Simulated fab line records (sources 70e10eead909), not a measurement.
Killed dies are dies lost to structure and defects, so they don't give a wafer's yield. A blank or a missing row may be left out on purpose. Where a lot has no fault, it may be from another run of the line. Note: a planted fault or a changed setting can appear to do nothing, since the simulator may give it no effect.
Matching of chambers + flow nand harc + NHARC_A_WL_FILL_CMP_12 on cmp-01 has 4 sister chambers
The step polishes, t overpolish 30 s, target thk 100 nm. 20 wafers are shown with their chamber, then 10 later ones without.

## EACH WAFER AND ITS CHAMBER
| wafer  | chamber | motor current A (A) | overpolish run s (s) | time to endpoint s (s) |
|--------|---------|---------------------|----------------------|------------------------|
| L076.1 | 3       | 11.0                | 29.984               | 18.5                   |
| L076.2 | 2       | 11.6                | 30.000               | 19.5                   |
| L076.3 | 1       | 14.5                | 30.010               | 20.6                   |
| L077.1 | 3       | 10.8                | 29.992               | 22.1                   |
| L077.2 | 1       | 15.3                | 30.002               | 24.9                   |
| L077.5 | 0       | 11.1                | 30.016               | 26.1                   |
| L078.2 | 1       | 15.2                | 30.012               | 21.6                   |
| L078.3 | 0       | 11.0                | 30.002               | 24.3                   |
| L078.6 | 2       | 11.6                | 30.027               | 23.0                   |
| L080.1 | 1       | 14.6                | 30.004               | 23.7                   |
| L080.3 | 2       | 12.2                | 29.982               | 25.8                   |
| L080.6 | 0       | 11.4                | 29.991               | 24.3                   |
| L083.2 | 1       | 14.9                | 29.997               | 21.2                   |
| L083.4 | 0       | 11.5                | 29.990               | 22.8                   |
| L083.5 | 2       | 12.1                | 29.992               | 22.9                   |
| L082.1 | 1       | 15.0                | 29.997               | 20.0                   |
| L082.4 | 2       | 11.9                | 29.979               | 20.0                   |
| L082.5 | 2       | 11.7                | 29.996               | 21.4                   |
| L085.2 | 2       | 11.8                | 30.003               | 19.7                   |
| L085.3 | 0       | 11.0                | 29.995               | 19.8                   |

SIGNATURES, as means of the wafers listed above
| reading            | chamber 0 | chamber 1 | chamber 2 | chamber 3 | scatter within a chamber |
|--------------------|-----------|-----------|-----------|-----------|--------------------------|
| motor current A    | 11.200    | 14.917    | 11.843    | 10.900    | 0.26                     |
| overpolish run s   | 29.99880  | 30.00367  | 29.99700  | 29.98800  | 0.0118                   |
| time to endpoint s | 23.460    | 22.000    | 21.757    | 20.300    | 2.21                     |
Rule: for a wafer and a chamber, the distance is found by dividing, reading by reading, the gap between the wafer's reading and the chamber's mean by the reading's scatter, squaring, summing and taking the root. If the next closest chamber is less than 2 further off than the closest, the wafer can't be placed; otherwise it belongs to the closest. How the scatter is found: for the shown wafers, subtract from each reading the mean of its chamber, square and add these, divide the total by (wafers less chambers), then take the root.

## WAFERS MISSING THEIR CHAMBER
| wafer  | motor current A (A) | overpolish run s (s) | time to endpoint s (s) |
|--------|---------------------|----------------------|------------------------|
| L085.4 | 11.1                | 30.018               | 18.4                   |
| L088.1 | 11.6                | 30.001               | 18.8                   |
| L088.3 | 15.4                | 30.001               | 21.6                   |
| L088.5 | 11.7                | 29.997               | 21.7                   |
| L091.2 | 11.6                | 30.002               | 21.2                   |
| L091.5 | 11.7                | 30.014               | 19.8                   |
| L091.6 | 12.3                | 30.009               | 20.5                   |
| L096.2 | 11.6                | 30.000               | 19.3                   |
| L096.4 | 10.5                | 29.998               | 19.7                   |
| L096.5 | 15.3                | 30.011               | 17.8                   |

## CHAMBER TAKEN BY EACH
| wafer  | from the rows above          | in truth |
|--------|------------------------------|----------|
| L085.4 | can't be placed: 3 or 0 or 2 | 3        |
| L088.1 | can't be placed: 2 or 0 or 3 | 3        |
| L088.3 | 1                            | 1        |
| L088.5 | can't be placed: 2 or 0      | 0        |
| L091.2 | can't be placed: 2 or 0 or 3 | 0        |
| L091.5 | can't be placed: 2 or 0      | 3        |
| L091.6 | 2                            | 2        |
| L096.2 | can't be placed: 2 or 0 or 3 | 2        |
| L096.4 | can't be placed: 3 or 0      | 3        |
| L096.5 | 1                            | 1        |
3 of 10 placed correctly. Unplaceable from these rows: 7, with the true chamber sitting among the candidates in 6. Wrongly placed: 0.
